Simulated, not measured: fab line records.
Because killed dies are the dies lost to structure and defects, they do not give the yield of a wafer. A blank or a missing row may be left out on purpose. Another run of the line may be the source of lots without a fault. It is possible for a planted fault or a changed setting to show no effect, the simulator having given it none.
Chamber matching	flow n5Finfet	N5_BEOL_M3_DESCUM_16 on rieDiel-03 has 4 sister chambers
The step chemistry O2, time 7 s. 4 wafers are shown with their chamber, then 7 later ones without.

## EACH WAFER AND ITS CHAMBER
wafer	chamber	drypumpMotorCurrentA (A)
L080.1	2	5.4
L080.3	1	6.4
L090.1	3	4.9
L090.3	0	6.0

## WAFERS WITHOUT THEIR CHAMBER
wafer	drypumpMotorCurrentA (A)
L090.5	4.9
L093.3	6.0
L093.4	6.5
L093.6	6.5
L094.4	6.5
L094.5	6.4
L094.6	6.0

## CHAMBER TAKEN BY EACH
wafer	from the rows above	in truth
L090.5	3	3
L093.3	0	0
L093.4	1	1
L093.6	1	1
L094.4	1	1
L094.5	1	1
L094.6	0	0
Correctly placed: 7 of 7. Can't be placed from these rows: 0. Placed wrongly: 0.
How it was worked out, from the rows above alone: a wafer's distance from a chamber is the root of the sum, over the readings, of the square of ((its reading less the chamber's mean) divided by the reading's scatter). If the next closest chamber is less than 2 further off than the closest, the wafer can't be placed; otherwise it belongs to the closest. For every chamber, the mean is computed from those of its wafers that are shown. The scatter (one wafer shown for each chamber): square how far every hidden wafer sits from the nearest shown wafer, average those squares and take the square root.
